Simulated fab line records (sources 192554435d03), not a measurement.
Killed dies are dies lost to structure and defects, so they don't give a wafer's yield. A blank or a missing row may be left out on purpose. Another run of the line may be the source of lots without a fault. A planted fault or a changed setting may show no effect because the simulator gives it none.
A struck lot beside a sound one || flow n5_finfet || 38 out of 1938 route steps
Sound: these wafers, L451.2, L451.3, L451.6. Struck: wafer L469.1. (L469.5 of the same lot was not struck and is left out.) The cause comes at the end.
For every step that has rows: the tool of each side, followed by ch and its chambers, followed by its first start. Under that, the readings that differ: sound wafers || struck wafers || difference of the means || sigmas: that difference in standard deviations of wafers without a fault.
alike: a reading whose means differ by less than 2 such deviations, as well as words and numbers matching on both sides. not compared: withheld readings; readings where some wafer has no value; bounds like >300 that might hide an equal value; numbers whose values overlap and for which the record gives no deviation.
The two part at a step that has a row with sigmas, a row that says differs or no value, or rows on one side only. Numbers that don't overlap but have no deviation are shown without sigmas and don't part them. Lack of a reading on every wafer of one side parts them only where that side has two or more wafers.

first, 9 steps without rows for these wafers: N5_BEOL_M3_ANNEAL_95 (time 240 s); N5_BEOL_M3_SPUTTER_96 (material Cu, target thk 4.5 nm, time 8.29 s); N5_BEOL_M3_ECD_50 (material Cu, target thk 300 nm); N5_BEOL_M3_ANNEAL_51 (time 90 s); N5_BEOL_M3_CMP_52 (polishes, stops on SiOC, t overpolish 6.8 s, target thk 40 nm); N5_BEOL_M3_PRE_CLEAN_60 (time 15 s); N5_BEOL_M3_CO_CAP_55 (material Co, precursor CCTBA/H2, target thk 2 nm, time 102.1 s); N5_BEOL_M3_PRE_CLEAN_56 (time 15 s); N5_BEOL_M3_DEP_57 (deposits SiCN from 3MS/NH3, target thk 8 nm, time 14 s).
N5_BEOL_M4_ILD_DEP_00: deposits SiOC from DEMS/O2, target thk 79 nm, time 15.3 s.
  sound on pecvd-02 ch 0,1,2, day 8 09:19; struck on pecvd-02 ch 2, day 12 22:49
{"reading": "model.SiOC_of_BEOL_M4_ILD_DEP_00.thk_nm (nm)", "sound": "78.4 77.4 80.2", "struck": 127.6, "difference": "+48.9", "sigmas": ""}
  alike: heater_power_w, showerhead_plenum_p_Torr, susceptor_temp_C, throttle_valve_pct
N5_BEOL_M4_THK_MEAS_01:
  sound: film_metro-01 at day 8 09:23; struck: film_metro-02 at day 12 22:52
{"reading": "M4_ILD_THK (nm)", "sound": "78.4 77.5 80.2", "struck": 127.7, "difference": "+49.0", "sigmas": "+49"}
then, 24 steps without rows for these wafers: N5_BEOL_M4_PECVD_72 (deposits SiO2 from TEOS/O2, target thk 16 nm, time 18 s); N5_BEOL_M4_HM_DEP_02 (deposits TiN, target thk 20 nm); N5_BEOL_M4_COAT_61 (time 60 s, resist thk 60 nm); N5_BEOL_M4_COAT_62 (time 60 s, resist thk 12 nm); N5_BEOL_M4_COAT_73 (time 60 s, resist thk 5 nm); N5_BEOL_M4_COAT_05 (resist thk 30 nm); N5_BEOL_M4_EBR_07; N5_BEOL_M4_SOFTBAKE_06 (time 60 s); N5_BEOL_M4_EXPOSE_08 (exposes mask M4); N5_BEOL_M4_PEB_09 (peb time 60 s); N5_BEOL_M4_DEVELOP_10 (develop time 30 s); N5_BEOL_M4_DESCUM_16 (chemistry O2, time 7 s); N5_BEOL_M4_ETCH_74 (etches underlayer in N2/H2, target depth 6.5 nm, time 5.2 s); N5_BEOL_M4_ETCH_63 (etches SiARC in CF4, target depth 15.6 nm, time 26 s); N5_BEOL_M4_ETCH_64 (etches SOC in N2/H2, target depth 75 nm, overetch 22.5 nm, time 121.9 s); N5_BEOL_M4_STRIP_65 (strips in N2/H2); N5_BEOL_M4_STRIP_75 (strips in N2/H2); N5_BEOL_M4_STRIP_66 (strips in CF4); N5_BEOL_M4_HM_OPEN_17 (chemistry Cl2/BCl3, target TiN, target depth 20 nm, overetch 6 nm); N5_BEOL_M4_STRIP_19 (strips in O2); N5_BEOL_M4_COAT_67 (time 60 s, resist thk 60 nm); N5_BEOL_M4_COAT_68 (time 60 s, resist thk 12 nm); N5_BEOL_M4_COAT_76 (time 60 s, resist thk 5 nm); N5_BEOL_M4_COAT_22 (resist thk 30 nm).
N5_BEOL_M4_CMP_52: polishes, stops on SiOC, t overpolish 6.8 s, target thk 40 nm.
  sound on cmp-03 ch 0,2,3, day 8 22:49; struck on cmp-03 ch 1, day 13 05:31
{"reading": "model.SiOC_of_BEOL_M4_ILD_DEP_00.thk_nm (nm)", "sound": "75.4 74.4 77.2", "struck": 124.6, "difference": "+48.9", "sigmas": ""}
  alike: motor_current_A
N5_BEOL_M4_RC_MEAS_101:
  the record has rows for the sound wafers here (prober-02 ch 0, day 8 23:40) and none for the struck ones
-- here the record skips 5 days between the struck wafers' starts before and after, leaving off in module BEOL_M4 and picking up in module PASSIVATION (first step shown: number 1936 of the route) --
N5_PASSIVATION_PROBE_49:
  sound: prober-02 at day 13 04:47; struck: prober-01 at day 18 00:23
{"reading": "defect_limited_yield (%)", "sound": "93.7 90.8 91.7", "struck": 0, "difference": -92, "sigmas": -66}
{"reading": "killed_at_M4_up", "sound": "12 14 13", "struck": 1072, "difference": "+1059", "sigmas": "+99 or more"}
{"reading": "killed_dies", "sound": "74 109 98", "struck": 1180, "difference": "+1086", "sigmas": "+64"}
{"reading": "killed_on_rim", "sound": "7 12 21", "struck": 152, "difference": "+139", "sigmas": "+31"}
{"reading": "sort_bin_5_function (%)", "sound": "3.9 4.4 5.0", "struck": 96.5, "difference": "+92.1", "sigmas": "+99"}
{"reading": "sort_n_pass", "sound": "1106 1071 1082", "struck": 0, "difference": -1086, "sigmas": -64}
{"reading": "sort_yield_pct (%)", "sound": "93.7 90.8 91.7", "struck": 0, "difference": -92, "sigmas": -66}
  alike: killed_at_M0_to_M3, killed_at_contacts, killed_at_front_end, killed_at_other, killed_open, killed_short, sort_bin_6_memory

== WHERE THEY PART ==
Earliest at N5_BEOL_M4_THK_MEAS_01; latest, in this record, at N5_PASSIVATION_PROBE_49.

WHY: what had been put in by the simulator
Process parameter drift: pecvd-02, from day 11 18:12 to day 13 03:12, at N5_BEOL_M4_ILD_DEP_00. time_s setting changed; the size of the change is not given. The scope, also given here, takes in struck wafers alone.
